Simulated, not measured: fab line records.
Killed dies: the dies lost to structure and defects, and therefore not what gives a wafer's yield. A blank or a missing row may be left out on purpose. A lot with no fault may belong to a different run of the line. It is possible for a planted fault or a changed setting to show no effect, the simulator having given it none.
fab line records	flow nand-harc
[record] lots = 24	wafers = 72	last-day = 33
route steps=1302 shown A_CHANNEL_HOLE_D2@608 A_STAIRCASE@667
lots untouched by any fault: they come from a run of this same line in which no faults occurred
start-h: hours from the record's opening day to when the first of the lot's shown wafers began	wait-h: time in hours since the lot's previous step	" the same as in the row above	L1.1+2: several wafers, shown together as one row	- either no value or no given start	* or withheld: withheld	< > ~ a bound
route shown NAME@n: names a module that has steps shown in the file, with the first one's number in the route	usual: mean/standard deviation taken from wafers without a fault	same: alike in all rows	chamber/n: place in a boat	sites: per-site readings	_std_site: the standard deviation of these	_edge_site: inner sites' mean taken away from outer sites' mean	radius-mm: how far each site lies from the wafer's centre	mask NAME#n: copy n	behind: the tool/chamber that last shaped the wafer	hold: why the lot went on hold/how many hours it stayed there/how the hold came to an end	device: the n, p or np transistor that did not switch	end of line: tests of these same wafers at the route's end	a step with no rows: only its recipe	killed: not the wafer's yield, but the dies lost to structure and defects at the first sort	map: shows each die of a wafer: x if killed, . if not, _ if none is there
set.NAME: the setting that was run; set.NAME@STEP: the one run at that earlier step	model.NAME: the simulator's own value behind a step, which no gauge read
route steps across a sampled set of lots; one table per step, one row per wafer
services: the hour from which a tool's chamber was out of use, counted from the record's first day as start-h (under 0 if before that day), plus the number of hours and why
[[steps]]
[step NHARC_A_CHANNEL_HOLE_D2_XSEM_32]
[recipe] landing-energy-ev = 35000
[usual] bot-cd-nm = 74.5/1.4	bow-nm = 8.70/0.29	tilt-deg = 0.08/0.047
lot.wafer	tool	chamber	start-h	wait-h	bot-cd-nm	bow-nm	tilt-deg
L074.1	xsem-02	0	300.42	0.1	74.3	8.62	0.05
L074.2	"	0	"	"	73.3	8.66	0.05
L074.5	"	0	"	"	74.6	8.61	0.05
L075.1	xsem-02	0	315.48	0.1	74.8	8.34	0.10
L075.3	"	0	"	"	76.4	8.26	0.10
L075.6	"	0	"	"	74.8	8.31	0.10
L076.2	xsem-01	0	317.52	0.1	75.2	8.16	0.08
L076.4	"	0	"	"	74.6	8.18	0.08
L076.5	"	0	"	"	75.7	8.16	0.09
L077.1	xsem-02	0	323.43	0.1	73.4	8.96	0.16
L077.3	"	0	"	"	70.6	8.89	0.16
L077.5	"	0	"	"	71.0	8.99	0.16
L078.1	xsem-01	0	332.99	0.1	75.3	8.28	0.11
L078.2	"	0	"	"	74.3	8.35	0.11
L078.5	"	0	"	"	75.5	8.33	0.11
L079.1	xsem-01	0	354.39	0.1	74.9	8.69	0.02
L079.2	"	0	"	"	73.2	8.70	0.02
L079.5	"	0	"	"	71.7	8.66	0.01
L080.1	xsem-02	0	354.56	0.1	75.4	8.75	0.08
L080.3	"	0	"	"	76.0	8.76	0.08
L080.5	"	0	"	"	74.2	8.85	0.07
L081.3	xsem-01	0	373.30	0.1	75.4	8.81	0.08
L081.4	"	0	"	"	74.2	8.80	0.08
L081.6	"	0	"	"	74.9	8.79	0.08
L082.2	xsem-01	0	394.87	0.1	75.4	8.48	0.05
L082.4	"	0	"	"	76.6	8.54	0.05
L082.6	"	0	"	"	74.7	8.43	0.05
L083.1	xsem-01	0	401.26	0.1	74.4	8.27	0.10
L083.2	"	0	"	"	71.9	8.33	0.09
L083.3	"	0	"	"	75.4	8.26	0.10
L085.1	xsem-02	0	411.32	0.1	73.6	9.69	0.05
L085.2	"	0	"	"	72.8	9.67	0.05
L085.6	"	0	"	"	75.0	9.71	0.05
L086.1	xsem-01	0	411.51	0.1	75.0	8.74	0.06
L086.2	"	0	"	"	74.9	8.74	0.06
L086.5	"	0	"	"	74.2	8.87	0.06
L084.2	xsem-02	0	415.50	0.1	74.7	8.76	0.18
L084.3	"	0	"	"	72.5	8.74	0.18
L084.6	"	0	"	"	74.4	8.77	0.18
L087.1	xsem-01	0	427.64	0.1	74.3	8.90	0.05
L087.4	"	0	"	"	74.3	8.86	0.05
L087.6	"	0	"	"	73.9	8.89	0.05
L088.2	xsem-01	0	450.43	0.1	74.4	8.82	0.14
L088.3	"	0	"	"	76.9	8.89	0.14
L088.5	"	0	"	"	75.2	8.87	0.14
L091.1	xsem-02	0	461.11	0.1	73.8	8.59	-0.03
L091.5	"	0	"	"	79.2	8.68	-0.03
L091.6	"	0	"	"	72.6	8.61	-0.03
L089.2	xsem-01	0	464.28	0.1	73.7	8.79	0.02
L089.3	"	0	"	"	74.0	8.80	0.02
L089.5	"	0	"	"	76.7	8.92	0.02
L090.2	xsem-02	0	470.27	0.1	75.9	8.64	0.10
L090.3	"	0	"	"	72.8	8.65	0.10
L090.5	"	0	"	"	74.2	8.63	0.10
L092.1	xsem-01	0	472.59	0.1	77.0	8.87	0.12
L092.5	"	0	"	"	71.6	8.86	0.12
L092.6	"	0	"	"	72.9	8.80	0.12
L093.1	xsem-02	0	486.52	0.1	76.0	8.72	0.05
L093.2	"	0	"	"	74.9	8.63	0.05
L093.3	"	0	"	"	73.9	8.65	0.05
L094.2	xsem-02	0	501.89	0.1	72.9	8.76	0.04
L094.4	"	0	"	"	74.9	8.71	0.04
L094.5	"	0	"	"	73.5	8.75	0.04
L095.3	xsem-01	0	519.77	0.1	75.5	8.57	0.12
L095.4	"	0	"	"	76.0	8.67	0.12
L095.6	"	0	"	"	74.8	8.65	0.12
L096.1	xsem-02	0	522.11	0.1	75.6	8.90	0.06
L096.3	"	0	"	"	74.9	8.94	0.06
L096.6	"	0	"	"	74.1	8.96	0.06
L097.1	xsem-02	0	530.62	0.1	75.6	8.62	0.11
L097.2	"	0	"	"	74.9	8.73	0.11
L097.6	"	0	"	"	73.5	8.64	0.11
[step NHARC_A_STAIRCASE_DESCUM_11]
[recipe] time-s = 3	o2-flow-sccm = 200	ar-flow-sccm = 0	bias-power-w = 0	chemistry = O2
[usual] drypump-motor-current-A = 5.7/0.36	oes-product-au = 1.000/0.01	rf-vpp-V = 57.8/0.91	showerhead-plenum-p-Torr = 1.90/0.099	throttle-valve-pct = 11.311/0.0094
lot.wafer	tool	chamber	start-h	wait-h	drypump-motor-current-A	oes-product-au	rf-hours-counter-h	rf-vpp-V	showerhead-plenum-p-Torr	throttle-valve-pct
L074.2	rie-diel-03	2	354.23	-	5.7	0.995	23	57.8	1.77	11.327
L074.1	"	0	"	"	5.5	0.994	26	58.3	2.03	11.306
L074.5	"	1	"	"	6.3	0.982	-	59.0	1.79	11.313
L075.3	rie-diel-03	3	369.25	-	5.6	0.982	25	57.5	1.92	11.306
L075.1	"	0	"	"	5.5	1.000	30	57.7	2.03	11.320
L075.6	"	2	"	"	5.7	1.003	-	56.2	1.77	11.293
L076.2	rie-diel-10	3	369.65	-	5.5	1.012	40	57.6	1.77	11.324
L076.4	"	1	"	"	6.0	0.998	34	58.4	1.80	11.321
L076.5	"	3	"	"	5.5	1.006	-	57.7	1.77	11.306
L077.1	rie-diel-03	2	376.91	-	5.7	1.007	30	57.0	1.77	11.325
L077.3	"	3	"	"	5.6	0.994	28	57.4	1.92	11.310
L077.5	"	1	"	"	6.3	0.996	-	58.5	1.79	11.329
L078.2	rie-diel-10	1	388.63	-	6.0	0.996	42	58.0	1.80	11.317
L078.1	"	3	"	"	5.5	0.989	46	57.0	1.76	11.315
L078.5	"	1	"	"	6.0	0.993	-	56.5	1.80	11.295
L079.1	rie-diel-10	1	409.51	-	6.0	0.986	51	57.3	1.79	11.315
L079.2	"	2	"	"	5.1	0.997	55	58.0	1.92	11.307
L079.5	"	1	"	"	6.0	0.992	-	58.2	1.79	11.292
L080.1	rie-diel-10	1	409.78	-	6.0	0.988	51	57.3	1.79	11.308
L080.3	"	2	"	"	5.1	0.996	56	57.8	1.92	11.316
L080.5	"	1	"	"	6.0	0.991	-	57.3	1.79	11.316
L081.3	rie-diel-08	1	426.04	-	5.9	1.001	19	57.8	1.98	11.312
L081.4	"	3	"	"	6.3	1.009	14	57.4	1.78	11.314
L081.6	"	1	"	"	5.9	0.992	-	59.0	1.98	11.297
L082.2	rie-diel-08	3	446.41	-	6.3	0.998	23	58.7	1.78	11.314
L082.4	"	1	"	"	5.9	1.000	25	56.8	1.97	11.303
L082.6	"	3	"	"	6.3	1.020	-	57.3	1.78	11.301
L083.1	rie-diel-08	1	459.29	-	5.9	0.997	27	59.3	1.97	11.318
L083.2	"	3	"	"	6.3	1.008	26	58.6	1.78	11.303
L083.3	"	0	"	"	5.9	0.990	29	57.8	1.99	11.317
L085.2	rie-diel-08	0	463.65	-	5.8	0.994	31	58.9	1.99	11.307
L085.1	"	1	"	"	5.9	0.997	29	59.5	1.97	11.318
L085.6	"	0	"	"	5.8	0.996	-	58.9	1.99	11.303
L086.1	rie-diel-10	0	466.15	-	5.2	0.994	15	56.6	1.86	11.319
L086.2	"	3	"	"	5.5	0.986	16	57.7	2.07	11.306
L086.5	"	1	"	"	6.0	0.996	-	57.3	1.79	11.301
L084.2	rie-diel-03	3	471.02	-	5.6	0.995	2	57.0	1.91	11.306
L084.3	"	0	"	"	5.5	1.013	-	59.3	2.02	11.312
L084.6	"	0	"	"	5.5	1.006	-	60.1	2.02	11.305
L087.1	rie-diel-08	2	482.32	-	5.7	1.016	33	58.1	1.98	11.324
L087.4	"	0	"	"	5.8	0.997	37	58.8	1.99	11.315
L087.6	"	2	"	"	5.7	1.020	-	58.2	1.98	11.308
L088.2	rie-diel-08	3	504.68	-	6.3	1.012	41	58.3	1.77	11.314
L088.3	"	0	"	"	5.9	1.004	43	56.8	1.99	11.319
L088.5	"	2	"	"	5.8	1.020	-	56.6	1.98	11.304
L091.1	rie-diel-08	1	511.91	-	5.8	0.989	44	57.9	1.97	11.321
L091.6	"	0	"	"	5.9	0.999	-	59.4	1.99	11.312
L091.5	"	1	"	"	5.9	0.996	-	57.1	1.97	11.313
L089.2	rie-diel-10	2	517.31	-	5.1	0.985	31	56.6	1.90	11.309
L089.3	"	3	"	"	5.5	1.008	34	57.9	2.06	11.306
L089.5	"	1	"	"	6.0	1.006	-	57.4	1.78	11.325
L092.1	rie-diel-08	2	523.44	-	5.7	1.022	44	59.6	1.97	11.311
L092.6	"	3	"	"	6.3	1.009	-	58.1	1.77	11.323
L092.5	"	0	"	"	5.8	0.990	-	57.6	1.99	11.304
L090.2	rie-diel-08	1	524.10	-	5.9	1.005	46	59.5	1.97	11.325
L090.3	"	3	"	"	6.3	0.999	45	57.3	1.77	11.309
L090.5	"	0	"	"	5.9	1.003	-	57.4	1.99	11.326
L093.3	rie-diel-03	1	538.37	-	6.4	0.976	15	56.7	1.78	11.315
L093.2	"	2	"	"	5.6	0.997	23	57.7	2.07	11.310
L093.1	"	3	"	"	5.6	0.997	27	56.2	1.90	11.312
L094.4	rie-diel-10	2	554.31	-	5.1	1.002	46	57.0	1.90	11.311
L094.2	"	1	"	"	6.0	0.980	42	55.4	1.78	11.313
L094.5	"	2	"	"	5.1	0.999	-	58.6	1.90	11.333
L095.4	rie-diel-03	0	571.48	-	5.5	1.014	38	57.8	2.00	11.309
L095.3	"	3	"	"	5.6	1.002	38	57.9	1.90	11.315
L095.6	"	1	"	"	6.3	1.002	-	58.0	1.78	11.316
L096.3	rie-diel-10	3	571.53	-	5.5	0.993	57	58.7	2.06	11.300
L096.1	"	1	"	"	6.0	0.987	47	56.6	1.78	11.311
L096.6	"	3	"	"	5.5	0.996	-	58.8	2.06	11.315
L097.2	rie-diel-08	1	581.54	-	5.8	1.005	4	58.8	1.96	11.298
L097.1	"	2	"	"	5.8	1.005	5	58.1	1.97	11.323
L097.6	"	0	"	"	5.9	1.020	-	56.3	1.98	11.307
[step NHARC_A_STAIRCASE_ETCH_13]
[recipe] target-depth-a = 1000	time-s = 40.5	ion-energy-ev = 400	c4f8-flow-sccm = 20	o2-flow-sccm = 10	ar-flow-sccm = withheld	rf-w = 600	bias-w = 1000	chemistry = C4F8/O2
[usual] oes-product-au = 0.944/0.013	rf-vpp-V = 896/6.1
lot.wafer	tool	chamber	start-h	wait-h	oes-product-au	rf-hours-counter-h	rf-vpp-V
L074.1	rie-diel-03	1	-	-	0.936	27	889
L074.2	"	2	"	"	0.942	23	886
L074.5	"	0	"	"	0.942	-	903
L075.1	rie-diel-03	1	-	-	0.936	30	887
L075.3	"	2	"	"	0.934	26	886
L075.6	"	0	"	"	0.953	-	904
L076.4	rie-diel-10	3	-	-	0.957	40	888
L076.2	"	0	"	"	0.973	36	894
L076.5	"	3	"	"	0.960	-	887
L077.1	rie-diel-03	2	-	-	0.959	30	886
L077.3	"	3	"	"	0.944	28	896
L077.5	"	0	"	"	0.942	-	903
L078.2	rie-diel-10	3	-	-	0.953	47	887
L078.1	"	0	"	"	0.944	43	893
L078.5	"	1	"	"	0.957	-	889
L079.2	rie-diel-10	0	-	-	0.957	53	892
L079.1	"	3	"	"	0.962	58	887
L079.5	"	0	"	"	0.957	-	893
L080.1	rie-diel-10	0	-	-	0.930	53	893
L080.3	"	1	"	"	0.926	51	887
L080.5	"	1	"	"	0.923	-	889
L081.4	rie-diel-08	3	-	-	0.961	14	888
L081.3	"	0	"	"	0.925	18	902
L081.6	"	2	"	"	0.951	-	901
L082.4	rie-diel-08	1	-	-	0.951	25	901
L082.2	"	3	"	"	0.944	23	888
L082.6	"	1	"	"	0.952	-	900
L083.1	rie-diel-08	2	-	-	0.943	23	900
L083.3	"	0	"	"	0.927	29	901
L083.2	"	1	"	"	0.928	27	900
L085.2	rie-diel-08	2	-	-	0.959	25	901
L085.1	"	0	"	"	0.937	31	902
L085.6	"	1	"	"	0.936	-	900
L086.2	rie-diel-10	1	-	-	0.947	11	887
L086.1	"	2	"	"	0.937	13	896
L086.5	"	0	"	"	0.959	-	892
L084.2	rie-diel-03	3	-	-	0.925	2	895
L084.3	"	3	"	"	0.921	-	896
L084.6	"	3	"	"	0.922	-	895
L087.1	rie-diel-08	2	-	-	0.940	33	900
L087.4	"	0	"	"	0.936	37	901
L087.6	"	3	"	"	0.935	-	886
L088.3	rie-diel-08	2	-	-	0.962	40	900
L088.2	"	0	"	"	0.944	43	900
L088.5	"	2	"	"	0.966	-	901
L091.1	rie-diel-08	2	-	-	0.978	42	899
L091.6	"	1	"	"	0.940	-	899
L091.5	"	2	"	"	0.991	-	899
L089.2	rie-diel-10	0	-	-	0.958	32	891
L089.3	"	3	"	"	0.961	35	904
L089.5	"	1	"	"	0.941	-	888
L092.1	rie-diel-08	2	-	-	0.996	44	899
L092.6	"	1	"	"	0.940	-	899
L092.5	"	2	"	"	0.992	-	899
L090.3	rie-diel-08	1	-	-	0.926	47	900
L090.2	"	3	"	"	0.945	46	887
L090.5	"	0	"	"	0.945	-	900
L093.1	rie-diel-03	0	-	-	0.935	27	901
L093.3	"	1	"	"	0.928	15	887
L093.2	"	2	"	"	0.946	23	906
L094.4	rie-diel-10	3	-	-	0.933	50	905
L094.2	"	2	"	"	0.930	46	896
L094.5	"	0	"	"	0.943	-	891
L095.3	rie-diel-03	3	-	-	0.945	38	895
L095.4	"	0	"	"	0.947	38	900
L095.6	"	3	"	"	0.948	-	894
L096.1	rie-diel-10	3	-	-	0.939	57	904
L096.3	"	1	"	"	0.938	47	889
L096.6	"	0	"	"	0.954	-	891
L097.1	rie-diel-08	0	-	-	0.954	4	900
L097.2	"	2	"	"	0.955	5	900
L097.6	"	1	"	"	0.938	-	900
[step NHARC_A_STAIRCASE_ETCH_15]
[recipe] target-depth-a = 1000	time-s = 40.5	ion-energy-ev = 400	c4f8-flow-sccm = 20	o2-flow-sccm = 10	ar-flow-sccm = withheld	rf-w = 600	bias-w = 1000	chemistry = C4F8/O2
[usual] oes-product-au = 0.943/0.013	rf-vpp-V = 896/6.3
lot.wafer	tool	chamber	start-h	wait-h	oes-product-au	rf-hours-counter-h	rf-vpp-V
L074.1	rie-diel-03	0	-	-	0.941	27	903
L074.2	"	1	"	"	0.931	27	889
L074.5	"	1	"	"	0.925	-	889
L075.3	rie-diel-03	1	-	-	0.939	30	889
L075.1	"	2	"	"	0.938	26	886
L075.6	"	1	"	"	0.937	-	888
L076.2	rie-diel-10	3	-	-	0.965	40	887
L076.4	"	2	"	"	0.926	39	897
L076.5	"	3	"	"	0.963	-	885
L077.3	rie-diel-03	2	-	-	0.952	30	887
L077.1	"	0	"	"	0.937	34	902
L077.5	"	2	"	"	0.949	-	887
L078.2	rie-diel-10	1	-	-	0.939	42	887
L078.1	"	2	"	"	0.958	46	898
L078.5	"	1	"	"	0.936	-	889
L079.2	rie-diel-10	2	-	-	0.934	56	897
L079.1	"	3	"	"	0.953	58	886
L079.5	"	2	"	"	0.936	-	896
L080.3	rie-diel-10	2	-	-	0.935	56	896
L080.1	"	0	"	"	0.917	53	894
L080.5	"	1	"	"	0.921	-	888
L081.4	rie-diel-08	3	-	-	0.959	15	887
L081.3	"	0	"	"	0.948	20	901
L081.6	"	3	"	"	0.972	-	888
L082.2	rie-diel-08	2	-	-	0.945	21	900
L082.4	"	1	"	"	0.943	25	899
L082.6	"	2	"	"	0.955	-	899
L083.3	rie-diel-08	0	-	-	0.925	29	900
L083.2	"	1	"	"	0.934	27	900
L083.1	"	2	"	"	0.953	24	900
L085.2	rie-diel-08	0	-	-	0.919	31	901
L085.1	"	2	"	"	0.959	25	900
L085.6	"	0	"	"	0.923	-	900
L086.2	rie-diel-10	1	-	-	0.938	11	888
L086.1	"	2	"	"	0.933	13	896
L086.5	"	3	"	"	0.944	-	907
L084.2	rie-diel-03	3	-	-	0.936	2	896
L084.3	"	3	"	"	0.940	-	895
L084.6	"	0	"	"	0.938	-	901
L087.1	rie-diel-08	3	-	-	0.948	35	889
L087.4	"	0	"	"	0.940	38	900
L087.6	"	2	"	"	0.968	-	900
L088.3	rie-diel-08	1	-	-	0.925	43	900
L088.2	"	0	"	"	0.957	43	902
L088.5	"	2	"	"	0.968	-	901
L091.1	rie-diel-08	0	-	-	0.941	45	900
L091.5	"	3	"	"	0.939	-	888
L091.6	"	0	"	"	0.937	-	901
L089.3	rie-diel-10	2	-	-	0.932	31	895
L089.2	"	1	"	"	0.948	29	887
L089.5	"	3	"	"	0.944	-	904
L092.1	rie-diel-08	3	-	-	0.948	45	888
L092.5	"	3	"	"	0.952	-	887
L092.6	"	0	"	"	0.945	-	899
L090.3	rie-diel-08	0	-	-	0.937	47	900
L090.2	"	3	"	"	0.949	46	887
L090.5	"	0	"	"	0.951	-	900
L093.1	rie-diel-03	0	-	-	0.938	29	904
L093.2	"	2	"	"	0.929	27	906
L093.3	"	3	"	"	0.932	31	895
L094.2	rie-diel-10	3	-	-	0.941	50	904
L094.4	"	0	"	"	0.947	47	893
L094.5	"	2	"	"	0.926	-	895
L095.3	rie-diel-03	2	-	-	0.939	35	904
L095.4	"	0	"	"	0.955	38	901
L095.6	"	2	"	"	0.929	-	906
L096.1	rie-diel-10	0	-	-	0.946	51	890
L096.3	"	1	"	"	0.930	47	886
L096.6	"	0	"	"	0.947	-	892
L097.2	rie-diel-08	3	-	-	0.963	6	905
L097.1	"	0	"	"	0.947	4	900
L097.6	"	2	"	"	0.950	-	899
[step NHARC_A_STAIRCASE_TRIM_16]
[recipe] time-s = 211.2	o2-flow-sccm = 500	ar-flow-sccm = 0	bias-w = 0	chemistry = O2
[usual] drypump-motor-current-A = 5.7/0.37	oes-product-au = 1.000/0.01	rf-vpp-V = 57.8/0.93	showerhead-plenum-p-Torr = 3.51/0.17	throttle-valve-pct = 17.037/0.0089
lot.wafer	tool	chamber	start-h	wait-h	drypump-motor-current-A	oes-product-au	rf-hours-counter-h	rf-vpp-V	showerhead-plenum-p-Torr	throttle-valve-pct
L074.2	rie-diel-03	2	-	-	5.7	1.001	23	57.2	3.28	17.015
L074.1	"	1	"	"	6.4	0.991	27	56.9	3.32	17.034
L074.5	"	1	"	"	6.3	0.995	-	57.2	3.32	17.036
L075.1	rie-diel-03	2	-	-	5.7	0.994	26	57.2	3.28	17.044
L075.3	"	0	"	"	5.5	0.988	30	57.1	3.72	17.028
L075.6	"	2	"	"	5.7	1.001	-	57.6	3.28	17.018
L076.2	rie-diel-10	3	-	-	5.5	1.003	40	56.7	3.27	17.047
L076.4	"	1	"	"	6.0	0.995	35	56.6	3.33	17.039
L076.5	"	3	"	"	5.5	1.011	-	56.6	3.27	17.048
L077.3	rie-diel-03	0	-	-	5.5	1.003	34	57.7	3.72	17.032
L077.1	"	1	"	"	6.3	0.991	34	57.5	3.32	17.042
L077.5	"	0	"	"	5.5	0.987	-	58.3	3.72	17.031
L078.1	rie-diel-10	2	-	-	5.1	0.995	46	57.9	3.54	17.046
L078.2	"	3	"	"	5.5	1.016	47	56.7	3.27	17.041
L078.5	"	2	"	"	5.1	1.003	-	57.9	3.54	17.033
L079.1	rie-diel-10	0	-	-	5.3	1.002	53	58.4	3.45	17.039
L079.2	"	1	"	"	6.0	1.002	51	56.4	3.32	17.028
L079.5	"	2	"	"	5.1	0.993	-	58.4	3.53	17.025
L080.3	rie-diel-10	3	-	-	5.5	1.011	58	57.3	3.26	17.047
L080.1	"	2	"	"	5.1	1.000	56	57.9	3.53	17.032
L080.5	"	3	"	"	5.5	1.004	-	55.7	3.26	17.037
L081.3	rie-diel-08	0	-	-	5.9	1.004	20	57.9	3.67	17.040
L081.4	"	1	"	"	5.8	1.011	20	57.6	3.63	17.025
L081.6	"	0	"	"	5.9	1.000	-	56.9	3.67	17.046
L082.4	rie-diel-08	0	-	-	5.9	0.992	26	58.2	3.67	17.031
L082.2	"	1	"	"	5.9	1.001	25	58.3	3.63	17.028
L082.6	"	3	"	"	6.3	1.009	-	57.4	3.30	17.038
L083.3	rie-diel-08	0	-	-	5.9	0.986	29	57.2	3.66	17.034
L083.1	"	1	"	"	5.9	0.985	27	58.0	3.63	17.041
L083.2	"	2	"	"	5.8	1.004	24	58.7	3.65	17.029
L085.1	rie-diel-08	3	-	-	6.3	0.998	27	56.8	3.30	17.044
L085.2	"	0	"	"	5.8	1.008	31	57.3	3.66	17.042
L085.6	"	2	"	"	5.8	1.017	-	57.3	3.64	17.030
L086.1	rie-diel-10	2	-	-	5.1	0.993	13	57.1	3.52	17.055
L086.2	"	3	"	"	5.5	0.998	16	58.1	3.80	17.025
L086.5	"	2	"	"	5.1	1.000	-	57.8	3.52	17.020
L084.2	rie-diel-03	3	-	-	5.6	1.006	2	58.4	3.52	17.052
L084.3	"	3	"	"	5.6	0.996	-	57.3	3.52	17.032
L084.6	"	0	"	"	5.5	0.999	-	59.5	3.70	17.013
L087.1	rie-diel-08	1	-	-	5.9	0.980	38	59.0	3.62	17.057
L087.4	"	3	"	"	6.3	1.003	35	58.1	3.29	17.043
L087.6	"	1	"	"	5.9	0.987	-	56.3	3.62	17.049
L088.3	rie-diel-08	3	-	-	6.3	0.990	41	56.9	3.29	17.047
L088.2	"	2	"	"	5.8	1.018	40	58.3	3.64	17.051
L088.5	"	3	"	"	6.3	0.997	-	57.3	3.29	17.023
L091.1	rie-diel-08	2	-	-	5.8	1.016	42	58.3	3.63	17.030
L091.6	"	1	"	"	5.9	0.977	-	59.9	3.62	17.045
L091.5	"	2	"	"	5.8	1.015	-	58.6	3.63	17.030
L089.3	rie-diel-10	1	-	-	6.0	0.997	29	56.3	3.31	17.029
L089.2	"	2	"	"	5.1	0.997	32	59.0	3.51	17.044
L089.5	"	1	"	"	6.0	1.005	-	58.4	3.31	17.032
L092.1	rie-diel-08	2	-	-	5.7	1.030	44	58.4	3.63	17.040
L092.5	"	3	"	"	6.3	0.993	-	56.6	3.29	17.028
L092.6	"	0	"	"	5.9	0.999	-	58.7	3.65	17.047
L090.3	rie-diel-08	3	-	-	6.3	0.994	46	57.6	3.29	17.035
L090.2	"	1	"	"	5.9	0.988	47	57.3	3.62	17.021
L090.5	"	2	"	"	5.8	1.026	-	55.8	3.63	17.036
L093.2	rie-diel-03	3	-	-	5.6	0.997	31	58.0	3.50	17.040
L093.3	"	0	"	"	5.5	1.003	29	58.0	3.69	17.033
L093.1	"	1	"	"	6.3	0.987	17	56.7	3.30	17.050
L094.2	rie-diel-10	2	-	-	5.1	0.996	46	57.0	3.50	17.048
L094.4	"	3	"	"	5.5	0.992	50	57.8	3.78	17.032
L094.5	"	1	"	"	6.0	0.995	-	57.0	3.30	17.044
L095.3	rie-diel-03	3	-	-	5.6	0.995	39	57.6	3.50	17.045
L095.4	"	1	"	"	6.3	0.997	27	57.7	3.29	17.032
L095.6	"	3	"	"	5.6	0.987	-	56.6	3.50	17.034
L096.3	rie-diel-10	3	-	-	5.5	0.996	57	57.6	3.78	17.020
L096.1	"	0	"	"	5.2	1.001	51	58.3	3.42	17.042
L096.6	"	2	"	"	5.1	0.997	-	58.9	3.50	17.039
L097.2	rie-diel-08	1	-	-	5.9	0.991	4	58.9	3.61	17.028
L097.1	"	3	"	"	6.3	1.010	6	58.4	3.80	17.049
L097.6	"	1	"	"	5.9	0.992	-	57.0	3.61	17.032
[step NHARC_A_STAIRCASE_ETCH_17]
[recipe] target-depth-a = 1000	time-s = 40.5	ion-energy-ev = 400	c4f8-flow-sccm = 20	o2-flow-sccm = 10	ar-flow-sccm = withheld	rf-w = 600	bias-w = 1000	chemistry = C4F8/O2
[usual] oes-product-au = 0.941/0.012	rf-vpp-V = 895/6.3
lot.wafer	tool	chamber	start-h	wait-h	oes-product-au	rf-hours-counter-h	rf-vpp-V
L074.2	rie-diel-03	0	-	-	0.921	27	904
L074.1	"	2	"	"	0.934	23	887
L074.5	"	2	"	"	0.934	-	888
L075.3	rie-diel-03	3	-	-	0.933	25	896
L075.1	"	1	"	"	0.925	30	889
L075.6	"	3	"	"	0.942	-	896
L076.2	rie-diel-10	2	-	-	0.935	39	897
L076.4	"	3	"	"	0.957	40	886
L076.5	"	1	"	"	0.947	-	890
L077.1	rie-diel-03	1	-	-	0.923	34	889
L077.3	"	3	"	"	0.913	28	897
L077.5	"	1	"	"	0.925	-	886
L078.1	rie-diel-10	1	-	-	0.940	42	888
L078.2	"	2	"	"	0.941	46	896
L078.5	"	3	"	"	0.935	-	885
L079.2	rie-diel-10	2	-	-	0.925	56	894
L079.1	"	3	"	"	0.932	58	886
L079.5	"	1	"	"	0.913	-	889
L080.1	rie-diel-10	2	-	-	0.952	56	896
L080.3	"	1	"	"	0.939	51	887
L080.5	"	3	"	"	0.947	-	889
L081.3	rie-diel-08	3	-	-	0.950	16	887
L081.4	"	0	"	"	0.931	20	901
L081.6	"	2	"	"	0.969	-	900
L082.2	rie-diel-08	3	-	-	0.962	23	886
L082.4	"	1	"	"	0.947	25	900
L082.6	"	3	"	"	0.952	-	888
L083.3	rie-diel-08	3	-	-	0.946	26	887
L083.2	"	0	"	"	0.932	29	902
L083.1	"	1	"	"	0.952	27	900
L085.2	rie-diel-08	3	-	-	0.934	27	888
L085.1	"	2	"	"	0.941	25	901
L085.6	"	3	"	"	0.935	-	887
L086.2	rie-diel-10	3	-	-	0.947	16	907
L086.1	"	1	"	"	0.944	12	887
L086.5	"	3	"	"	0.930	-	906
L084.2	rie-diel-03	3	-	-	0.943	2	896
L084.3	"	3	"	"	0.945	-	897
L084.6	"	0	"	"	0.943	-	903
L087.4	rie-diel-08	0	-	-	0.929	39	901
L087.1	"	3	"	"	0.948	35	887
L087.6	"	0	"	"	0.939	-	901
L088.2	rie-diel-08	0	-	-	0.942	43	900
L088.3	"	2	"	"	0.961	40	900
L088.5	"	1	"	"	0.948	-	900
L091.1	rie-diel-08	0	-	-	0.943	45	901
L091.6	"	3	"	"	0.949	-	886
L091.5	"	0	"	"	0.942	-	901
L089.3	rie-diel-10	0	-	-	0.954	32	891
L089.2	"	1	"	"	0.942	29	888
L089.5	"	1	"	"	0.947	-	886
L092.1	rie-diel-08	1	-	-	0.929	46	899
L092.5	"	2	"	"	0.961	-	900
L092.6	"	3	"	"	0.941	-	888
L090.2	rie-diel-08	0	-	-	0.950	47	900
L090.3	"	2	"	"	0.951	45	900
L090.5	"	1	"	"	0.945	-	899
L093.3	rie-diel-03	2	-	-	0.932	27	906
L093.2	"	3	"	"	0.930	31	896
L093.1	"	0	"	"	0.936	29	903
L094.4	rie-diel-10	0	-	-	0.954	47	891
L094.2	"	1	"	"	0.932	43	886
L094.5	"	0	"	"	0.954	-	891
L095.3	rie-diel-03	0	-	-	0.942	38	901
L095.4	"	1	"	"	0.931	27	886
L095.6	"	0	"	"	0.948	-	903
L096.3	rie-diel-10	2	-	-	0.933	52	895
L096.1	"	3	"	"	0.953	57	905
L096.6	"	0	"	"	0.958	-	891
L097.2	rie-diel-08	0	-	-	0.937	5	899
L097.1	"	1	"	"	0.925	4	898
L097.6	"	3	"	"	0.934	-	905
[[services]]
tool	chamber	start-h	hours	kind
rie-diel-08	0	278.16	-	clean
rie-diel-08	1	278.16	-	clean
rie-diel-08	2	278.16	-	clean
rie-diel-08	3	278.16	-	clean
rie-diel-03	-	281.33	9.0	pm
rie-diel-08	0	297.13	25.0	repair
rie-diel-08	2	297.85	14.8	repair
rie-diel-08	1	302.66	-	clean
rie-diel-08	3	302.66	-	clean
rie-diel-08	0	327.16	-	clean
rie-diel-08	1	327.16	-	clean
rie-diel-08	2	327.16	-	clean
rie-diel-08	3	327.16	-	clean
rie-diel-08	1	345.55	2.6	repair
rie-diel-03	3	353.14	5.0	repair
rie-diel-08	-	371.69	9.0	pm
xsem-01	-	374.00	14.0	pm
rie-diel-03	1	381.98	11.9	repair
rie-diel-08	2	382.30	3.3	repair
rie-diel-10	-	427.72	0.3	repair
rie-diel-03	-	442.14	0.5	repair
rie-diel-03	-	458.33	9.0	pm
rie-diel-08	-	549.09	9.0	pm
rie-diel-03	3	555.71	3.1	repair
[[key]]
fault none
